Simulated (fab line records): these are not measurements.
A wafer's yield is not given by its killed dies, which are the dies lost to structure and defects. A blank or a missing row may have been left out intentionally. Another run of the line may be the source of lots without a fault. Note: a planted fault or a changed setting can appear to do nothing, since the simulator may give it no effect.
fab line records -- flow nand-harc
[record] lots = 13, wafers = 39, last-day = 33
route steps=1302 shown P_GATE@131 END@1302
lots that met no fault: taken from a fault-free run of the same line
start-h: start of the lot's first displayed wafer, in hours after the record's first day -- wait-h: hours since the lot's step before -- " as in the row above -- L1.1+2: one row covering several wafers at once -- - no value, or no start given -- * or withheld: withheld -- < > ~ a bound
route shown NAME@n: NAME is a module with steps in the file, n the number in the route of the first one -- usual: mean/standard deviation taken from wafers without a fault -- same: alike in all rows -- chamber/n: place in a boat -- sites: per-site readings -- _std_site: their standard deviation -- _edge_site: mean of outer sites minus mean of inner sites -- radius-mm: how far each site lies from the wafer's centre -- mask NAME#n: copy n -- behind: the most recent tool/chamber to have shaped the wafer -- hold: why the lot was held/for how many hours/how that ended -- device: whichever transistor did not switch (one of n, p or np) -- end of line: the tests these same wafers got at the end of their route -- a step with no rows: only its recipe -- killed: dies that structure and defects cost at the first sort, which is not the same as the wafer's yield -- map: a wafer's dies, marking killed ones x, the rest . and places with no die _
set.NAME: the setting as run; set.NAME@STEP: as run at that earlier step -- model.NAME: the simulator's own value behind a step, which no gauge read
steps of the route over a sample of lots; a table a step, a row a wafer
services: a tool's chamber out of use, with start hour (start-h, from the record's first day; less than 0 if before it), hours out, and reason
[[steps]]
[step NHARC_P_GATE_HM_DEP_102]
[recipe] target-thk-a = 1200, temp-c = 400, material = aC
[usual] throttle-valve-pct = 34.999/0.0095
lot.wafer,tool,chamber,start-h,wait-h,throttle-valve-pct
L161.2,acl-dep-02,0,105.80,1.3,34.998
L161.5,acl-dep-02,0,105.80,1.3,35.002
L161.6,acl-dep-02,0,105.80,1.3,34.985
L163.1,acl-dep-01,0,124.88,4.4,35.004
L163.4,acl-dep-01,0,124.88,4.4,35.000
L163.6,acl-dep-01,0,124.88,4.4,34.995
L164.4,acl-dep-01,0,125.85,5.3,34.999
L164.5,acl-dep-01,0,125.85,5.3,34.998
L164.6,acl-dep-01,0,125.85,5.3,35.007
L167.1,acl-dep-01,0,157.56,0.8,35.000
L167.4,acl-dep-01,0,157.56,0.8,35.009
L167.6,acl-dep-01,0,157.56,0.8,34.986
L175.2,acl-dep-02,0,238.68,0.5,35.000
L175.3,acl-dep-02,0,238.68,0.5,35.014
L175.6,acl-dep-02,0,238.68,0.5,35.000
L176.2,acl-dep-03,0,238.96,0.8,35.009
L176.3,acl-dep-03,0,238.96,0.8,34.992
L176.4,acl-dep-03,0,238.96,0.8,35.005
L177.3,acl-dep-02,0,258.74,3.0,35.015
L177.4,acl-dep-02,0,258.74,3.0,34.993
L177.5,acl-dep-02,0,258.74,3.0,34.999
L179.1,acl-dep-01,0,274.51,0.4,35.006
L179.4,acl-dep-01,0,274.51,0.4,34.994
L179.5,acl-dep-01,0,274.51,0.4,35.013
L180.1,acl-dep-03,0,296.10,1.3,35.006
L180.5,acl-dep-03,0,296.10,1.3,35.006
L180.6,acl-dep-03,0,296.10,1.3,35.005
L181.2,acl-dep-01,0,302.75,0.5,35.004
L181.3,acl-dep-01,0,302.75,0.5,34.985
L181.5,acl-dep-01,0,302.75,0.5,35.016
L182.3,acl-dep-03,0,302.86,0.6,34.995
L182.4,acl-dep-03,0,302.86,0.6,35.003
L182.5,acl-dep-03,0,302.86,0.6,35.009
L183.1,acl-dep-01,0,316.57,0.4,34.989
L183.3,acl-dep-01,0,316.57,0.4,35.019
L183.5,acl-dep-01,0,316.57,0.4,34.995
L184.2,acl-dep-02,0,324.76,1.4,35.013
L184.4,acl-dep-02,0,324.76,1.4,35.020
L184.6,acl-dep-02,0,324.76,1.4,34.996
[step NHARC_P_GATE_DEP_103]
[recipe] target-thk-a = 300, target-thk-nm = 30, temp-c = 400, flow-sccm = 200, rf-w = 350, material = SiON
[usual] heater-power-w = 764/68
lot.wafer,tool,chamber,start-h,wait-h,heater-power-w
L161.2,pecvd-02,0,106.41,0.5,686
L161.6,pecvd-02,0,106.41,0.5,711
L161.5,pecvd-02,1,106.41,0.5,758
L163.1,pecvd-03,0,125.58,0.6,785
L163.6,pecvd-03,2,125.58,0.6,744
L163.4,pecvd-03,0,125.58,0.6,801
L164.4,pecvd-03,2,126.28,0.3,810
L164.6,pecvd-03,0,126.28,0.3,787
L164.5,pecvd-03,1,126.28,0.3,791
L167.1,pecvd-01,0,158.31,0.7,674
L167.6,pecvd-01,2,158.31,0.7,771
L167.4,pecvd-01,0,158.31,0.7,685
L175.2,pecvd-01,2,239.51,0.7,697
L175.3,pecvd-01,0,239.51,0.7,676
L175.6,pecvd-01,0,239.51,0.7,679
L176.3,pecvd-03,1,239.72,0.5,816
L176.2,pecvd-03,2,239.72,0.5,736
L176.4,pecvd-03,1,239.72,0.5,815
L177.3,pecvd-02,2,259.21,0.4,845
L177.4,pecvd-02,1,259.21,0.4,948
L177.5,pecvd-02,0,259.21,0.4,753
L179.1,pecvd-01,0,275.21,0.6,685
L179.5,pecvd-01,0,275.21,0.6,690
L179.4,pecvd-01,1,275.21,0.6,778
L180.1,pecvd-03,1,296.75,0.5,740
L180.5,pecvd-03,2,296.75,0.5,688
L180.6,pecvd-03,0,296.75,0.5,776
L181.2,pecvd-01,2,303.30,0.4,685
L181.3,pecvd-01,0,303.30,0.4,696
L181.5,pecvd-01,0,303.30,0.4,698
L182.3,pecvd-03,2,303.37,0.4,794
L182.5,pecvd-03,0,303.37,0.4,785
L182.4,pecvd-03,2,303.37,0.4,649
L183.1,pecvd-03,0,317.29,0.6,654
L183.3,pecvd-03,1,317.29,0.6,707
L183.5,pecvd-03,2,317.29,0.6,691
L184.2,pecvd-03,0,325.37,0.5,776
L184.6,pecvd-03,1,325.37,0.5,850
L184.4,pecvd-03,0,325.37,0.5,768
[step NHARC_P_GATE_ETCH_32]
[recipe] target-depth-a = 1500, over-etch-frac = 1, over-etch-ion-energy-ev = 40, time-s = 100.1, hbr-flow-sccm = 150, cl2-flow-sccm = 50, rf-w = 400, icp-w = 400, bias-w = 100, chemistry = HBr/Cl2
[usual] drypump-motor-current-A = 5.9/0.45, hbr-flow-sccm = 150.0/0.42, oes-product-au = 1.003/0.0094, throttle-valve-pct = 26.406/0.0099
lot.wafer,tool,chamber,start-h,wait-h,drypump-motor-current-A,hbr-flow-sccm,oes-product-au,rf-hours-counter-h,throttle-valve-pct
L161.2,rie-si-04,2,107.79,-,6.6,150.3,1.005,0.8,26.419
L161.6,rie-si-04,1,107.79,-,5.6,149.8,1.006,-,26.408
L161.5,rie-si-04,2,107.79,-,6.7,149.7,0.999,-,26.412
L163.4,rie-si-02,1,126.88,-,6.1,149.6,0.999,0.2,26.408
L163.1,rie-si-02,3,126.88,-,5.8,150.1,0.988,0.1,26.420
L163.6,rie-si-02,2,126.88,-,5.9,150.1,1.012,-,26.419
L164.4,rie-si-03,0,127.53,-,6.5,150.0,0.996,0.3,26.418
L164.6,rie-si-03,0,127.53,-,6.5,149.9,0.999,-,26.410
L164.5,rie-si-03,1,127.53,-,5.8,150.1,1.006,-,26.408
L167.4,rie-si-03,2,159.63,-,5.1,149.8,1.013,0.6,26.401
L167.1,rie-si-03,3,159.63,-,5.6,150.2,1.003,0.6,26.413
L167.6,rie-si-03,2,159.63,-,5.1,149.6,1.012,-,26.406
L175.2,rie-si-03,3,240.86,-,5.6,150.1,1.001,0.0,26.406
L175.3,rie-si-03,0,240.86,-,6.5,149.7,1.005,0.0,26.404
L175.6,rie-si-03,2,240.86,-,5.1,149.3,1.014,-,26.422
L176.3,rie-si-04,2,241.01,-,6.7,150.5,1.005,0.5,26.417
L176.4,rie-si-04,3,241.01,-,6.7,150.3,0.999,0.5,26.407
L176.2,rie-si-04,1,241.01,-,5.6,149.9,1.016,0.5,26.406
L177.4,rie-si-03,3,260.52,-,5.6,150.1,1.000,0.2,26.391
L177.3,rie-si-03,1,260.52,-,5.8,149.5,0.995,0.1,26.420
L177.5,rie-si-03,2,260.52,-,5.1,150.4,1.000,-,26.402
L179.4,rie-si-02,0,276.38,-,5.9,149.3,0.996,1.1,26.396
L179.1,rie-si-02,2,276.38,-,5.9,149.3,1.004,0.9,26.425
L179.5,rie-si-02,0,276.38,-,6.0,150.0,0.992,-,26.403
L180.1,rie-si-04,1,297.98,-,5.6,149.7,1.011,0.7,26.405
L180.5,rie-si-04,3,297.98,-,6.6,150.1,1.010,-,26.407
L180.6,rie-si-04,0,297.98,-,5.7,150.2,0.995,-,26.398
L181.2,rie-si-03,3,304.50,-,5.6,149.9,1.004,0.5,26.404
L181.3,rie-si-03,1,304.50,-,5.8,150.2,1.011,0.5,26.401
L181.5,rie-si-03,3,304.50,-,5.6,150.0,0.994,-,26.407
L182.3,rie-si-04,2,304.69,-,6.7,149.6,1.009,0.9,26.388
L182.4,rie-si-04,1,304.69,-,5.6,149.4,1.008,-,26.408
L182.5,rie-si-04,3,304.69,-,6.7,149.7,1.000,-,26.401
L183.3,rie-si-02,2,318.47,-,5.9,150.5,0.990,0.2,26.392
L183.1,rie-si-02,1,318.47,-,6.0,149.9,0.991,0.2,26.400
L183.5,rie-si-02,2,318.47,-,5.9,150.6,0.988,-,26.423
L184.4,rie-si-02,0,326.64,-,5.9,150.4,0.996,0.2,26.411
L184.2,rie-si-02,2,326.64,-,5.9,150.2,1.001,0.2,26.410
L184.6,rie-si-02,0,326.64,-,6.0,150.5,1.004,-,26.402
[step NHARC_P_GATE_EXPOSE_43]
[recipe] na = 0.6, target-cd-nm = 720, dose-mj = 14.81, mask-id = P_NSD
lot.wafer,tool,chamber,start-h,wait-h,mask
L161.2+5+6,krf-scanner-01,0,118.73,-,P_NSD#0
L163.1+4+6,krf-scanner-02,0,138.05,-,P_NSD#0
L164.4+5+6,krf-scanner-03,0,138.76,-,P_NSD#0
L167.1+4+6,krf-scanner-03,0,170.70,-,P_PSD#0
L175.2+3+6,krf-scanner-03,0,252.02,-,P_NSD#0
L176.2+3+4,krf-scanner-01,0,252.26,-,P_NSD#0
L177.3+4+5,krf-scanner-03,0,271.84,-,P_NSD#0
L179.1+4+5,krf-scanner-02,0,287.52,-,P_NSD#0
L180.1+5+6,krf-scanner-02,0,309.02,-,P_NSD#0
L181.2+3+5,krf-scanner-02,0,315.55,-,P_NSD#0
L182.3+4+5,krf-scanner-02,0,315.72,-,P_NSD#0
L183.1+3+5,krf-scanner-02,0,329.49,-,P_NSD#0
L184.2+4+6,krf-scanner-03,0,337.73,-,P_NSD#0
[step NHARC_P_GATE_CD_MEAS_46]
[recipe] target-cd-nm = 720, landing-energy-ev = 500
[usual] cd-nm = 718.8/1.4
lot.wafer,tool,chamber,start-h,wait-h,cd-nm
L161.2,cd-sem-03,0,118.88,-,720.6
L161.5,cd-sem-03,0,118.88,-,720.9
L161.6,cd-sem-03,0,118.88,-,720.1
L163.1,cd-sem-02,0,138.20,-,722.1
L163.4,cd-sem-02,0,138.20,-,719.4
L163.6,cd-sem-02,0,138.20,-,718.3
L164.4,cd-sem-03,0,138.91,-,717.5
L164.5,cd-sem-03,0,138.91,-,717.2
L164.6,cd-sem-03,0,138.91,-,719.1
L167.1,cd-sem-03,0,170.85,-,-
L167.4,cd-sem-03,0,170.85,-,-
L167.6,cd-sem-03,0,170.85,-,-
L175.2,cd-sem-03,0,252.18,-,720.3
L175.3,cd-sem-03,0,252.18,-,719.7
L175.6,cd-sem-03,0,252.18,-,717.6
L176.2,cd-sem-01,0,252.41,-,717.0
L176.3,cd-sem-01,0,252.41,-,717.7
L176.4,cd-sem-01,0,252.41,-,720.7
L177.3,cd-sem-01,0,271.99,-,719.6
L177.4,cd-sem-01,0,271.99,-,720.0
L177.5,cd-sem-01,0,271.99,-,717.8
L179.1,cd-sem-02,0,287.68,-,717.9
L179.4,cd-sem-02,0,287.68,-,718.9
L179.5,cd-sem-02,0,287.68,-,721.3
L180.1,cd-sem-02,0,309.18,-,718.0
L180.5,cd-sem-02,0,309.18,-,719.9
L180.6,cd-sem-02,0,309.18,-,719.1
L181.2,cd-sem-01,0,315.71,-,720.9
L181.3,cd-sem-01,0,315.71,-,720.8
L181.5,cd-sem-01,0,315.71,-,718.5
L182.3,cd-sem-01,0,315.88,-,719.3
L182.4,cd-sem-01,0,315.88,-,719.1
L182.5,cd-sem-01,0,315.88,-,719.4
L183.1,cd-sem-03,0,329.65,-,722.3
L183.3,cd-sem-03,0,329.65,-,718.3
L183.5,cd-sem-03,0,329.65,-,717.7
L184.2,cd-sem-01,0,337.88,-,716.4
L184.4,cd-sem-01,0,337.88,-,719.7
L184.6,cd-sem-01,0,337.88,-,717.8
[step NHARC_END_SORT_01]
[recipe] temp-c = 25
[usual] killed-at-array = 59/20, killed-at-other = 0.8/1, killed-at-periphery = 3.2/2.1, killed-dies = 63/21, killed-open = 3.0/1.9, killed-short = 2.3/1.5
[same] gross-dies = 677
lot.wafer,tool,chamber,start-h,wait-h,killed-at-array,killed-at-other,killed-at-periphery,killed-dies,killed-open,killed-short
L167.1,prober-01,0,637.49,2.5,59,0,618,677,3,2
L167.4,prober-01,0,639.88,3.4,68,0,609,677,1,1
L167.6,prober-01,0,641.47,4.0,74,0,603,677,3,4
// killed by level:class
L167.1 P_GATE:area-expose=616 A_SLIT:chamber-film-flake=28 A_CHANNEL_HOLE_D2:chamber-film-flake=9 A_CONTACT:chamber-film-flake=4 A_CHANNEL_HOLE_D1:chamber-film-flake=3 A_DECK1_JOINT:chamber-film-flake=3 A_SGD_CUT:chamber-film-flake=3 A_STAIRCASE:chamber-film-flake=2
L167.4 P_GATE:area-expose=608 A_SLIT:chamber-film-flake=37 A_CHANNEL_HOLE_D2:chamber-film-flake=14 A_CONTACT:chamber-film-flake=6 A_DECK1_JOINT:chamber-film-flake=3 A_WL_FILL:chamber-film-flake=2 A_BLC:geometric-particle:open=1 A_M0:geometric-particle:short=1
L167.6 P_GATE:area-expose=600 A_SLIT:chamber-film-flake=37 A_CONTACT:chamber-film-flake=13 A_CHANNEL_HOLE_D2:chamber-film-flake=10 A_STAIRCASE:chamber-film-flake=4 A_ONON_D2:geometric-particle:short=2 A_CHANNEL_HOLE_D1:chamber-film-flake=2 P_CONTACT:geometric-particle:open=1
[[services]]
tool,chamber,start-h,hours,kind
krf-scanner-02,-,94.00,4.0,pm
rie-si-02,-,100.05,9.0,pm
rie-si-03,-,112.61,0.3,repair
pecvd-01,-,125.21,1.6,repair
pecvd-01,-,130.00,13.0,pm
krf-scanner-03,-,153.61,0.4,repair
rie-si-04,-,165.00,9.0,pm
pecvd-01,-,172.74,1.0,repair
pecvd-01,-,183.46,0.3,repair
pecvd-03,-,185.04,13.0,pm
acl-dep-01,-,186.27,13.0,pm
rie-si-02,2,194.85,8.0,repair
rie-si-04,-,198.03,0.2,repair
krf-scanner-02,-,210.62,0.6,repair
rie-si-03,-,221.00,9.0,pm
krf-scanner-02,-,223.61,37.9,repair
krf-scanner-03,-,224.00,4.0,pm
pecvd-03,-,242.89,1.2,repair
acl-dep-02,-,245.52,13.0,pm
rie-si-04,-,250.44,1.1,repair
krf-scanner-02,-,266.00,4.0,pm
krf-scanner-03,-,285.98,2.1,repair
rie-si-03,2,287.63,4.3,repair
krf-scanner-03,-,322.30,1.3,repair
[[key]]
[first-sign] step = NHARC_P_GATE_EXPOSE_43, reading = mask, direction = changed
[effect] step = NHARC_P_GATE_CD_MEAS_46, reading = cd-nm, direction = missing
[effect] step = NHARC_END_SORT_01, reading = killed-at-periphery, direction = up, sigmas = 99+, usual = 3.2, struck = 610
[more-kills-born-at] NHARC_P_GATE_EXPOSE_43@krf-scanner-03 = 1824
met-at NHARC_P_GATE_EXPOSE_43
struck-lots L167
later-rows-left-out L167.1,L167.4,L167.6
tester-left-out L167
not-acting-at NHARC_P_GATE_HM_DEP_102,NHARC_P_GATE_DEP_103,NHARC_P_GATE_ETCH_32
onset-between 138.76 170.70
[fault] kind = wrong-mask, tool = any, chamber = -, onset-h = 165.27, steps = NHARC_P_GATE_EXPOSE_43, aux-copy = P_PSD#0, scope = struck-lots-only
// tester-left-out: of these lots the tester's yield and bins aren't shown, on N5 and GAA mostly nor the transistor test; their killed dies are dies lost to structure and defects alone, not to doping, threshold or leakage, so they don't give the yield
// later-rows-left-out: the simulator's readings of these wafers behind a module that went badly wrong aren't trusted and aren't shown, but for the sort
